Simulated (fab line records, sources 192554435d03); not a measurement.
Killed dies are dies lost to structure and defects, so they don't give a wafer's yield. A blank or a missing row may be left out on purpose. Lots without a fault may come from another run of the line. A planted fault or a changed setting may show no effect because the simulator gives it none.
Chamber matching | flow n5_finfet | N5_BEOL_M6_ETCH_66 on rie_diel-04: 4 sister chambers
The step etches SOC in N2/H2, target depth 80 nm, overetch 16 nm, time 120 s. 18 wafers are shown with their chamber, then 9 later ones without.

WAFERS WITH THEIR CHAMBER
wafer  | chamber | showerhead_plenum_p_Torr (Torr) | drypump_motor_current_A (A) | throttle_valve_pct (%)
L075.2 | 2       | 2.50                            | 5.9                         | 17.9
L075.4 | 1       | 2.62                            | 6.2                         | 18.1
L075.5 | 1       | 2.62                            | 6.2                         | 18.1
L076.3 | 1       | 2.62                            | 6.2                         | 18.1
L076.4 | 2       | 2.50                            | 6.0                         | 17.9
L076.5 | 3       | 2.58                            | 5.5                         | 17.2
L079.1 | 2       | 2.50                            | 5.9                         | 17.9
L079.2 | 3       | 2.57                            | 5.5                         | 17.2
L079.3 | 0       | 2.58                            | 6.1                         | 17.4
L081.2 | 1       | 2.62                            | 6.3                         | 18.2
L081.3 | 0       | 2.58                            | 6.1                         | 17.4
L081.4 | 3       | 2.57                            | 5.5                         | 17.3
L082.3 | 0       | 2.58                            | 6.1                         | 17.4
L082.5 | 2       | 2.49                            | 6.0                         | 17.9
L082.6 | 3       | 2.57                            | 5.5                         | 17.2
L090.4 | 2       | 2.49                            | 5.9                         | 18.0
L090.5 | 2       | 2.49                            | 5.9                         | 18.0
L090.6 | 3       | 2.56                            | 5.5                         | 17.3

SIGNATURES (means of the wafers above)
reading                  | chamber 0 | chamber 1 | chamber 2 | chamber 3 | scatter within a chamber
showerhead_plenum_p_Torr | 2.5800    | 2.6200    | 2.4950    | 2.5700    | 0.005
drypump_motor_current_A  | 6.100     | 6.225     | 5.933     | 5.500     | 0.0386
throttle_valve_pct       | 17.400    | 18.125    | 17.933    | 17.240    | 0.0484
Rule: a wafer's distance from a chamber is the root of the sum, over the readings, of the square of ((its reading less the chamber's mean) divided by the reading's scatter). The wafer belongs to the nearest chamber; if the next one is less than 2 further off, it can't be placed. The scatter: the root of (the sum of the squares of (reading less its chamber's mean) over the shown wafers, divided by (wafers less chambers)).

WAFERS WITHOUT THEIR CHAMBER
wafer  | showerhead_plenum_p_Torr (Torr) | drypump_motor_current_A (A) | throttle_valve_pct (%)
L092.3 | 2.57                            | 6.1                         | 17.4
L092.4 | 2.61                            | 6.2                         | 18.2
L092.5 | 2.57                            | 6.1                         | 17.4
L095.2 | 2.61                            | 6.2                         | 18.2
L095.3 | 2.56                            | 5.5                         | 17.3
L095.6 | 2.56                            | 5.5                         | 17.3
L093.1 | 2.57                            | 6.1                         | 17.4
L093.2 | 2.61                            | 6.2                         | 18.2
L093.6 | 2.56                            | 5.5                         | 17.3

WHICH CHAMBER EACH WENT THROUGH
wafer  | from the rows above | in truth
L092.3 | 0                   | 0
L092.4 | 1                   | 1
L092.5 | 0                   | 0
L095.2 | 1                   | 1
L095.3 | 3                   | 3
L095.6 | 3                   | 3
L093.1 | 0                   | 0
L093.2 | 1                   | 1
L093.6 | 3                   | 3
Placed correctly: 9 of 9. Can't be placed from these rows: 0. Placed wrongly: 0.
